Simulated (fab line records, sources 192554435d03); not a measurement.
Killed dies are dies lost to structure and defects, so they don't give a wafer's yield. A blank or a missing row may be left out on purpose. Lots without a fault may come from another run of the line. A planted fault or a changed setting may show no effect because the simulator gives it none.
Split-lot experiment | flow n5_finfet | 7 lots, 21 wafers read, on a route of 1938 steps

THE SPLIT
At N5_BEOL_M8_EXPOSE_25 (exposes mask V7, target cd 40 nm), the setting dose_mj was moved away from the recipe's 42.5 on 3 of the 21 wafers read, by -3.2% to +4.5%. The other wafers ran this setting at the recipe's value.

FROM THE SPLIT TO THE READING: what the file shows between them, 2 steps
- N5_BEOL_M8_PEB_26: peb time 60 s
- N5_BEOL_M8_DEVELOP_27: develop time 30 s

THE READING
BEOL_M8.cd_nm (the simulator's own value, which no gauge read), in nm, at N5_BEOL_M8_DESCUM_33 (chemistry O2, time 7 s). The file gives no usual value for it. The 18 wafers here that ran the recipe average 40.1 nm, standard deviation 0.18 nm.

wafer  | tool, chamber at the split | dose_mj as run | against the recipe | BEOL_M8.cd_nm, nm | against lot-mates on the recipe
L075.2 | euv_scanner-02, 0          | 42.5           | recipe             | 39.8              | -
L075.3 | euv_scanner-02, 0          | 42.5           | recipe             | 39.8              | -
L075.6 | euv_scanner-02, 0          | 42.5           | recipe             | 40                | -
L076.3 | euv_scanner-02, 0          | 42.5           | recipe             | 40.4              | -
L076.4 | euv_scanner-02, 0          | 42.5           | recipe             | 40.2              | -
L076.5 | euv_scanner-02, 0          | 42.5           | recipe             | 40.2              | -
L081.2 | euv_scanner-02, 0          | 42.5           | recipe             | 40.2              | -
L081.5 | euv_scanner-02, 0          | 42.5           | recipe             | 40                | -
L081.6 | euv_scanner-02, 0          | 42.5           | recipe             | 40                | -
L080.2 | euv_scanner-02, 0          | 42.5           | recipe             | 40                | -
L080.5 | euv_scanner-02, 0          | 44.42          | +4.5%              | 41                | +1.0
L080.6 | euv_scanner-02, 0          | 44.42          | +4.5%              | 40.8              | +0.8
L084.3 | euv_scanner-02, 0          | 42.5           | recipe             | 40.2              | -
L084.5 | euv_scanner-02, 0          | 42.5           | recipe             | 40                | -
L084.6 | euv_scanner-02, 0          | 42.5           | recipe             | 40.4              | -
L085.2 | euv_scanner-02, 0          | 42.5           | recipe             | 40                | -
L085.5 | euv_scanner-02, 0          | 42.5           | recipe             | 40                | -
L085.3 | euv_scanner-02, 0          | 42.5           | recipe             | 39.8              | -
L093.1 | euv_scanner-01, 0          | 42.5           | recipe             | 40                | -
L093.3 | euv_scanner-01, 0          | 42.5           | recipe             | 40.2              | -
L093.5 | euv_scanner-01, 0          | 41.14          | -3.2%              | 39.4              | -0.7

THE FIT
A straight line over all 21 wafers: BEOL_M8.cd_nm changes by +0.19 nm for each +1% of dose_mj; r = +0.87; the points scatter about the line by 0.18 nm.
The same after taking each lot's own level away (the mean of its wafers on the recipe; 21 wafers): +0.204 nm for each +1%; r = +0.95; scatter 0.11 nm.
On that fit, the largest move of dose_mj shifts the reading by 0.92 nm.
The lots' own levels span 39.87 to 40.27 nm, that is 2.3 times the standard deviation above.
So the lot-to-lot level changes the slope little: the two slopes agree.
Check: with one of the wafers moved furthest among these (+4.5%) left out of the fit, the line predicts +0.857 nm for it against its lot-mates. It came out at +1 nm against them.

THE FILE'S OWN FIT
BEOL_M8.cd_nm changes by +0.206 nm for each +1% of dose_mj, r = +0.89.
